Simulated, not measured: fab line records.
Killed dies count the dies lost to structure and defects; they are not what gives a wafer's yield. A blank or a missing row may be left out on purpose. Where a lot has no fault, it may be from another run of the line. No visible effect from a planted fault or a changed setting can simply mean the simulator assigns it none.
Matching of chambers | flow n5Finfet | rieDiel-01 running N5_BEOL_M2_ETCHBACK_99: 4 sister chambers
The step etches SiO2 in CHF3, target depth 5 nm, time 10.4 s. 4 wafers are shown with their chamber, then 10 later ones without.

== WAFERS PAIRED WITH THEIR CHAMBERS ==
wafer  | chamber | drypumpMotorCurrentA (A)
L084.3 | 3       | 5.7
L086.6 | 1       | 5.9
L088.2 | 0       | 5.2
L088.3 | 2       | 6.1

== WAFERS WITHOUT THEIR CHAMBER ==
wafer  | drypumpMotorCurrentA (A)
L088.5 | 5.9
L093.1 | 5.7
L093.3 | 5.9
L093.6 | 5.9
L095.2 | 5.3
L095.3 | 6.1
L095.6 | 5.9
L096.4 | 5.3
L096.5 | 6.0
L096.6 | 5.7

== THE CHAMBER EACH PASSED THROUGH ==
wafer  | from the rows above     | in truth
L088.5 | 1                       | 1
L093.1 | 3                       | 3
L093.3 | 1                       | 1
L093.6 | 1                       | 1
L095.2 | 0                       | 0
L095.3 | 2                       | 2
L095.6 | 1                       | 1
L096.4 | 0                       | 0
L096.5 | can't be placed: 1 or 2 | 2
L096.6 | 3                       | 3
9 of 10 placed correctly. Not placeable from these rows: 1 (in 1, the candidates include the true chamber). Number placed wrongly: 0.
How it was worked out, from the rows above alone: a wafer's distance from a chamber is the root of the sum, over the readings, of the square of ((its reading less the chamber's mean) divided by the reading's scatter). The wafer belongs to the nearest chamber; if the next one is less than 2 further off, it can't be placed. A chamber's mean is the mean of its shown wafers. The scatter: root of mean squared gap, hidden wafer to nearest shown wafer, with one shown wafer a chamber.
